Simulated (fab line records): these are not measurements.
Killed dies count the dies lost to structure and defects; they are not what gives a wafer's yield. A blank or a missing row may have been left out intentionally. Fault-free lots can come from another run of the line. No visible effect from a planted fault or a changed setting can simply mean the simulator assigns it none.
Code-filled problem report in 8D (eight disciplines) form / flow n5_finfet / the parts of the form that need people (team, actions taken, sign-off) are left out

1. THE PROBLEM
At N5_BEOL_M2_COAT_62, spin_speed_rpm averages 1571.0 rpm over 6 wafers from 2 lots, while fault-free wafers read 1500.1 rpm, standard deviation 0.78. That puts it +91 standard deviations away from the usual mean.
The step: time 60 s, resist thk 12 nm.
Earliest sighting: wafer L740.1 on litho_track-03 at day 8 03:41. The record holds 12 wafers of 4 lots with a number at this step. Rule for "out" (also "out of limits"): further than 4 standard deviations from the usual mean. Any other wafer with a number is counted as sound.

2. WHAT IT IS; WHAT IT IS NOT
question=which readings at this step | is=spin_speed_rpm | is not=-
question=which lots | is=L740, L741 | is not=L736, L751
question=which wafers of those lots | is=all that have a number | is not=-
question=read on which tools | is=litho_track-03 | is not=litho_track-05
question=when | is=from day 8 03:41 | is not=up to then (3 sound wafers); but 3 sound wafers of L751 came after

3. SUSPECTS, AND WHAT RULES EACH OUT
Counting: any tool at a process step up to the reading is kept as a suspect provided that every lot that is out went through it and no sound lot did after the first of them.
- litho_track-03 at N5_BEOL_M2_COAT_62 (time 60 s, resist thk 12 nm): kept. It processed each lot that is out, first L740 at day 8 03:41, and no sound lot thereafter; up to then, the last sound lot it processed was L736 at day 7 00:07. Its own readings are out on those wafers: spin_speed_rpm.
Remaining after the count: litho_track-03 at N5_BEOL_M2_COAT_62.

4. THE CAUSE (what the simulator had put in)
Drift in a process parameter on litho_track-03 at N5_BEOL_M2_COAT_62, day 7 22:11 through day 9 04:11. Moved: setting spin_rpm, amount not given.
The count eliminated every tool but this one.

5. THE CHAIN OF EFFECTS, in route order
One row per reading whose mean, taken over the struck wafers that have a number, lies over 3 standard deviations from the usual. Only readings whose record carries a usual standard deviation are examined. hours: median over the lots of the time between each lot's start at the first step of this table that gives one and its start at this step. sigmas: the change, counted in usual standard deviations.
hours=0; step=N5_BEOL_M2_COAT_62; reading=spin_speed_rpm; usual=1500.1 rpm; on struck wafers=1571.0; change=+71.0; sigmas=+91
It contains these process steps:
- N5_BEOL_M2_COAT_62: time 60 s, resist thk 12 nm.
Later steps that measure or inspect, where all struck wafers having a row at the step show a number for every such reading and not one has moved that far: N5_BEOL_M4_RC_MEAS_101.

6. WHAT WOULD HAVE CAUGHT IT SOONER
In this record the first reading out of limits was taken at day 8 03:41, 6 hours after the fault began at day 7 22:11.
